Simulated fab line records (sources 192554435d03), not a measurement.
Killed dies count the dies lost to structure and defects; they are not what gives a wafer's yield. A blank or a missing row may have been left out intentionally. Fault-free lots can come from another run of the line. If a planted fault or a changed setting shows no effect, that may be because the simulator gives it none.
Struck lot and sound lot, side by side + flow n5Finfet + 36 steps out of a route of 1938
Sound: the wafers L520.1, L520.5, L520.6. Struck: wafers L518.1, L518.5, L518.6. The cause comes at the end.
For every step that has rows: the tool of each side, followed by ch and its chambers, followed by its first start. Under that, the readings that differ: sound wafers + struck wafers + difference of the means + sigmas: that difference in standard deviations of wafers without a fault.
alike: readings with means less than 2 such deviations apart, plus words and numbers identical on both sides. not compared: withheld readings, readings lacking a value on some wafer, bounds such as >300 that could conceal the same value, and numbers that have no deviation in the record and whose values overlap.
Wherever a step has rows on one side only, a row that says differs or no value, or a row with sigmas, the two part there. Non-overlapping numbers with no deviation appear without sigmas and do not part them. A reading missing from all wafers of one side parts the sides only when that side holds two or more wafers.

first, 10 steps without rows for these wafers: N5_FIN_SAQP_ETCH_67 (etches SiNx in CH3F/O2, target depth 30 nm); N5_FIN_SAQP_STRIP_70 (strips in N2/H2); N5_FIN_SAQP_RECESS_71 (chemistry HF/NH3, target SiO2, target depth 3 nm, afs cycles 1, sublimation time 60 s); N5_FIN_SAQP_SPACER2_ALD_28 (deposits SiO2, target thk 8.1 nm, pulse time 1 s, purge time 2 s); N5_FIN_SAQP_SPACER2_ETCHBACK_29 (etches SiO2 in CHF3/O2, target depth 12.2 nm, time 6.1 s); N5_FIN_SAQP_MANDREL2_REMOVE_60 (chemistry HBr/Cl2/O2, target a-Si, stops on SiNx, bt time 10 s); N5_FIN_SAQP_HM_OPEN_33 (chemistry CH3F/O2, target SiNx, target depth 49.4 nm, time 70.6 s); N5_FIN_SAQP_ETCH_34 (etches SiO2 in C4F6/O2, target depth 45 nm, time 15 s); N5_FIN_SAQP_STRIP_77 (strips in N2/H2, time 90 s); N5_FIN_SAQP_ETCH_64 (etches SiO2 in CF4, target depth 1.5 nm).
N5_FIN_SAQP_FIN_ETCH_36: etches the open film in HBr/Cl2/O2, target depth 120 nm, time 50.4 s.
  sound on rieSi-01 ch 0,2,3, day 7 21:20; struck on rieSi-04 ch 0,3, day 7 09:56
| reading                            | sound                | struck            | difference | sigmas |
|------------------------------------|----------------------|-------------------|------------|--------|
| biasW (W)                          | 101.94 102.48 102.13 | 94.00 93.65 93.64 | -8.42      | -30    |
| model.etch.depthNm (nm)            | 120.2 122.1 119.2    | 117.6 117.8 118.5 | -2.5       |        |
| model.FIN_SAQP.featureDepthNm (nm) | 120.2 122 119.2      | 117.6 117.8 118.4 | -2.5       |        |
  alike: chamberPressureMTorr, drypumpMotorCurrentA, oesProductAu, throttleValvePct
  not compared: rfHoursCounterH, model.SiNx_of_FIN_SAQP_HM_DEP_03.thkNm
then, 23 steps without rows for these wafers: N5_FIN_SAQP_PRECLEAN_38 (cleans in O3/DIW, time 45 s); N5_FIN_SAQP_PRECLEAN_45 (cleans in dHF, time 10 s); N5_FIN_SAQP_SRD_39 (time 30 s); N5_FIN_CUT_COAT_18 (time 60 s, resist thk 230 nm); N5_FIN_CUT_COAT_19 (time 60 s, resist thk 20 nm); N5_FIN_CUT_COAT_29 (time 60 s, resist thk 10 nm); N5_FIN_CUT_COAT_02 (resist thk 30 nm); N5_FIN_CUT_EBR_04; N5_FIN_CUT_SOFTBAKE_03 (time 60 s); N5_FIN_CUT_EXPOSE_05 (exposes mask FIN CUT); N5_FIN_CUT_PEB_06 (peb time 60 s); N5_FIN_CUT_DEVELOP_07 (develop time 30 s); N5_FIN_CUT_DESCUM_13 (chemistry O2, time 7 s); N5_FIN_CUT_ETCH_30 (etches underlayer in N2/H2, target depth 13 nm, time 10.4 s); N5_FIN_CUT_ETCH_20 (etches SiARC in CF4, target depth 26 nm, time 43.3 s); N5_FIN_CUT_ETCH_21 (etches SOC in N2/H2, target depth 219 nm, overetch 43.8 nm, time 523.5 s); N5_FIN_CUT_STRIP_23 (strips in N2/H2); N5_FIN_CUT_STRIP_31 (strips in N2/H2); N5_FIN_CUT_STRIP_24 (strips in CF4); N5_FIN_CUT_CUT_ETCH_26 (etches SiNx in CH3F/O2, target depth 39 nm, time 55.7 s); N5_FIN_CUT_CUT_ETCH_27 (etches SiO2 in CHF3/O2, target depth 4 nm, overetch 2 nm, time 4.9 s); N5_FIN_CUT_PRECLEAN_35 (cleans in vHF, time 13.3 s); N5_FIN_CUT_CUT_ETCH_15 (etches Si in HBr/Cl2/O2, target depth 100 nm, bt time 10 s, time 42.4 s).
N5_STI_FIN_REVEAL_RECESS_09: chemistry HF/NH3, target SiO2, afs cycles 11, target depth 42.5 nm, sublimation time 60 s.
  sound on vaporEtch-02 ch 0,1, day 8 05:04; struck on vaporEtch-01 ch 1, day 7 19:18
  alike: drypumpMotorCurrentA, sublimationTempC
  not compared: model.SiNx_of_FIN_SAQP_HM_DEP_03.thkNm
-- a jump in the record: the struck wafers' starts before and after are 6 days apart (it breaks off in module STI_FIN_REVEAL and resumes in module BEOL_M4, where the first step shown is number 1111 of the route) --
N5_BEOL_M4_RC_MEAS_101:
  sound on prober-02 ch 0, day 13 23:29; struck on prober-01 ch 0, day 13 16:14
  alike: DIBL_N, DIBL_P, IOFF_N, IOFF_P, ION_N, ION_P, SS_N, SS_P, VT_N, VT_P

WHERE THEY PART
Within this record, at N5_FIN_SAQP_FIN_ETCH_36 only. Later steps at which nothing parts them and some readings are alike: N5_STI_FIN_REVEAL_RECESS_09, N5_BEOL_M4_RC_MEAS_101.

WHY: what had been put in by the simulator
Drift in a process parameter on rieSi-04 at N5_FIN_SAQP_FIN_ETCH_36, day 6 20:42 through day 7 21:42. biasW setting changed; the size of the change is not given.
